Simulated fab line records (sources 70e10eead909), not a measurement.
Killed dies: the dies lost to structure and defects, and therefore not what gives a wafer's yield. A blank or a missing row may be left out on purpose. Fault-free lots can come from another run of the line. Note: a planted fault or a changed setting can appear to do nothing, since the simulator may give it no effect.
Matching of chambers -- flow nand-harc -- ald-sin-02 running NHARC_P_GATE_ALD_36: 4 sister chambers
The step deposits SiNx, target thk 20 nm, pulse time 60 s, ald cycles 223. 8 wafers are shown with their chamber, then 9 later ones without.

## WAFERS, EACH WITH ITS CHAMBER
wafer,chamber,heater-power-w (W),precursor-pulse-height-rel
L078.3,3,904,0.974
L081.3,0,743,1.015
L081.6,3,908,0.981
L084.3,0,732,1.007
L084.5,2,829,1.001
L087.2,1,844,1.008
L087.1,2,843,1.004
L087.6,1,826,0.998

## WAFERS WITH NO CHAMBER GIVEN
wafer,heater-power-w (W),precursor-pulse-height-rel
L091.4,740,1.007
L091.3,917,0.990
L091.6,747,0.984
L094.1,752,0.989
L094.4,808,0.984
L094.2,895,0.997
L097.3,875,1.010
L097.2,814,1.016
L097.6,715,1.007

## CHAMBER TAKEN BY EACH
wafer,from the rows above,in truth
L091.4,0,0
L091.3,3,3
L091.6,0,0
L094.1,0,0
L094.4,can't be placed: 2 or 1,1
L094.2,3,3
L097.3,can't be placed: 2 or 1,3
L097.2,can't be placed: 1 or 2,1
L097.6,0,0
Placed correctly: 6 of 9. From these rows, 3 cannot be placed; in 2 the true chamber is one of the candidates. Placed wrongly: 0.
How it was worked out, from the rows above alone: a wafer's distance from a chamber is the root of the sum, over the readings, of the square of ((its reading less the chamber's mean) divided by the reading's scatter). If the next closest chamber is less than 2 further off than the closest, the wafer can't be placed; otherwise it belongs to the closest. A chamber's mean is the mean of its shown wafers. The scatter: the root of (the sum of the squares of (reading less its chamber's mean) over the shown wafers, divided by (wafers less chambers)).
